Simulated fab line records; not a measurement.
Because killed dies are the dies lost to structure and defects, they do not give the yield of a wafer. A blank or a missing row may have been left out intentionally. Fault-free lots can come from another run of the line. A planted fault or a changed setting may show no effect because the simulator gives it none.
The tool behind it: which one? | flow n5Finfet | Sampling: 12 lots, 36 wafers, 2 of 1938 route steps

WHAT EACH GAUGE READ, for each wafer
N5_BEOL_M5_CD_MEAS_28: target cd 30.6 nm, target cd y 20 nm.
lot  | measured     | on       | cdNm (nm)
L075 | day 8 23:05  | cdSem-01 | 30.59 30.12 30.51
L076 | day 8 22:55  | cdSem-01 | 30.85 30.72 30.28
L079 | day 10 02:58 | cdSem-01 | 30.70 30.70 30.92
L081 | day 10 12:36 | cdSem-02 | 30.66 30.98 30.60
L085 | day 11 03:23 | cdSem-03 | 30.23 30.91 30.55
L084 | day 11 11:44 | cdSem-01 | 31.09 30.58 30.67
L086 | day 11 17:28 | cdSem-03 | 30.71 30.75 30.57
L089 | day 12 05:01 | cdSem-01 | 30.20 30.88 30.40
L092 | day 13 04:37 | cdSem-01 | 30.45 30.44 30.58
L093 | day 13 10:35 | cdSem-03 | 30.59 30.58 30.40
L097 | day 14 03:35 | cdSem-03 | 30.43 30.78 30.51
L096 | day 14 05:43 | cdSem-02 | 30.72 30.99 30.72

EACH LOT AND THE TOOL THAT RAN IT (in order: tool; ch and the chambers of the sampled wafers; start)
lot  | N5_BEOL_M4_SPUTTER_94
L075 | pvdSputter-02, day 8 15:26
L076 | pvdSputter-02, day 8 17:38
L079 | pvdSputter-02, day 9 20:59
L081 | pvdSputter-02, day 10 06:15
L085 | pvdSputter-03, day 10 20:36
L084 | pvdSputter-03, day 11 03:13
L086 | pvdSputter-01, day 11 08:20
L089 | pvdSputter-02, day 11 22:35
L092 | pvdSputter-01, day 12 18:37
L093 | pvdSputter-03, day 12 22:44
L097 | pvdSputter-02, day 13 22:02
L096 | pvdSputter-01, day 14 00:28
- N5_BEOL_M4_SPUTTER_94: material Cu, target thk 4.5 nm, time 8.29 s.

THE ANSWER, worked out from the rows above alone
Rule: the lots themselves supply what counts as usual. Put in order of their means at a reading, lots are off if they are a third of the lots or fewer, leave a main group of 4 or more, and stand apart from it by a gap of 3 or more times the standard deviation of the main group's means; of several such gaps the widest counts. The tables above print the reading to a certain number of digits; a main group whose means all agree to those digits is not used. A lot without any number at a reading at which 4 lots or more have one is off too. Where the step has rows for the other lots, those lots are counted as sound.
No lot is off at any reading shown: from this, nothing can be told.

WHAT WAS PUT IN BY THE SIMULATOR
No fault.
